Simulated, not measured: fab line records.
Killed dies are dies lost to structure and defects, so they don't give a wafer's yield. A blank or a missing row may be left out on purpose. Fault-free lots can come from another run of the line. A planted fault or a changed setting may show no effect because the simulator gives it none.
Comparing a struck lot with a sound one | flow n5Finfet | 37 steps out of a route of 1938
Sound: wafers L178.3, L178.5, L178.6. Wafers L182.1, L182.2, L182.3 were the ones struck. At the end, the cause is stated.
Each step with rows lists, per side, the tool, then ch with its chambers, then its first start. Under that, the readings that differ: sound wafers | struck wafers | difference of the means | sigmas: that difference in standard deviations of wafers without a fault.
alike: same words and numbers on both sides, and readings whose means sit less than 2 such deviations apart. not compared: any withheld reading, any reading some wafer has no value for, any bound like >300 that may hide the same value, and any number with overlapping values for which the record gives no deviation.
A row with sigmas, a row that says differs or no value, or rows on one side alone: a step with any of these is where the two part. Numbers that have no deviation but don't overlap get no sigmas and don't part them. A reading missing from all wafers of one side parts the sides only when that side holds two or more wafers.

first, 9 steps without rows for these wafers: N5_BEOL_M4_ANNEAL_95 (time 240 s); N5_BEOL_M4_SPUTTER_96 (material Cu, target thk 4.5 nm, time 8.29 s); N5_BEOL_M4_ECD_50 (material Cu, target thk 300 nm); N5_BEOL_M4_ANNEAL_51 (time 90 s); N5_BEOL_M4_CMP_52 (polishes, stops on SiOC, t overpolish 6.8 s, target thk 40 nm); N5_BEOL_M4_PRE_CLEAN_60 (time 15 s); N5_BEOL_M4_CO_CAP_55 (material Co, precursor CCTBA/H2, target thk 2 nm, time 102.1 s); N5_BEOL_M4_PRE_CLEAN_56 (time 15 s); N5_BEOL_M4_DEP_57 (deposits SiCN from 3MS/NH3, target thk 8 nm, time 14 s).
N5_BEOL_M4_RC_MEAS_101:
  sound on prober-01 ch 0, day 8 10:14; struck on prober-01 ch 0, day 9 03:22
  alike: DIBL_N, DIBL_P, IOFF_N, IOFF_P, ION_N, ION_P, SS_N, SS_P, VT_N, VT_P
then, 24 steps without rows for these wafers: N5_BEOL_M5_ILD_DEP_00 (deposits SiCOH lowk from DEMS/porogen, target thk 140.64 nm, time 25.9 s); N5_BEOL_M5_CURE_79 (cures SiCOH lowk, time 240 s); N5_BEOL_M5_PECVD_70 (deposits SiO2 from TEOS/O2, target thk 16 nm, time 18 s); N5_BEOL_M5_HM_DEP_02 (deposits TiN, target thk 20 nm); N5_BEOL_M5_COAT_59 (time 60 s, resist thk 60 nm); N5_BEOL_M5_COAT_60 (time 60 s, resist thk 12 nm); N5_BEOL_M5_COAT_71 (time 60 s, resist thk 5 nm); N5_BEOL_M5_COAT_05 (resist thk 30 nm); N5_BEOL_M5_EBR_07; N5_BEOL_M5_SOFTBAKE_06 (time 60 s); N5_BEOL_M5_EXPOSE_08 (exposes mask M5, target cd 28 nm); N5_BEOL_M5_PEB_09 (peb time 60 s); N5_BEOL_M5_DEVELOP_10 (develop time 30 s); N5_BEOL_M5_DESCUM_16 (chemistry O2, time 7 s); N5_BEOL_M5_ETCH_72 (etches underlayer in N2/H2, target depth 6.5 nm, time 5.2 s); N5_BEOL_M5_ETCH_61 (etches SiARC in CF4, target depth 15.6 nm, time 26 s); N5_BEOL_M5_ETCH_62 (etches SOC in N2/H2, target depth 75 nm, overetch 15 nm, time 112.5 s); N5_BEOL_M5_STRIP_63 (strips in N2/H2); N5_BEOL_M5_STRIP_73 (strips in N2/H2); N5_BEOL_M5_STRIP_64 (strips in CF4); N5_BEOL_M5_HM_OPEN_17 (chemistry Cl2/BCl3, target TiN, target depth 20 nm, overetch 6 nm); N5_BEOL_M5_STRIP_19 (strips in O2); N5_BEOL_M5_COAT_65 (time 60 s, resist thk 60 nm); N5_BEOL_M5_COAT_66 (time 60 s, resist thk 12 nm).
-- record jumps: 3 days separate the struck wafers' starts on either side; left off in module BEOL_M5, taken up again in module BEOL_M13, whose first shown step is the route's number 1676 --
N5_BEOL_M13_STRIP_64: strips in N2/H2.
  sound on plasmaAsher-02 ch 0,1, day 11 06:26; struck on plasmaAsher-02 ch 0,1, day 11 21:41
  no value came back on the struck wafers for any of 6 readings (drypumpMotorCurrentA (A), h2FlowSccm (sccm) and others); on the sound wafers drypumpMotorCurrentA (A) reads 6.09 5.91 6.13
reading                                   | sound | struck       | difference | sigmas
model.BARC_of_BEOL_M13_COAT_58.thkNm (nm) | 0 0 0 | 88.8 88.6 89 | +88.8      | 
N5_BEOL_M13_ETCH_38: etches SiCN in CF4/N2, target depth 67.5 nm, time 71.9 s.
  sound on rieDiel-05 ch 0,1, day 11 07:58; struck on rieDiel-03 ch 1,2,3, day 11 23:11
reading                                   | sound | struck       | difference | sigmas
model.BARC_of_BEOL_M13_COAT_58.thkNm (nm) | 0 0 0 | 31.2 32 33.8 | +32.3      | 
  alike: drypumpMotorCurrentA, oesProductAu, rfVppV, showerheadPlenumPTorr, throttleValvePct
  not compared: rfHoursCounterH
N5_PASSIVATION_PROBE_49:
  only the struck wafers here have rows in the record (prober-01, day 13 02:31); the sound ones have none

== WHERE THEY PART ==
First at N5_BEOL_M13_STRIP_64; last, within this record, at N5_PASSIVATION_PROBE_49.

WHY: the cause the simulator had injected
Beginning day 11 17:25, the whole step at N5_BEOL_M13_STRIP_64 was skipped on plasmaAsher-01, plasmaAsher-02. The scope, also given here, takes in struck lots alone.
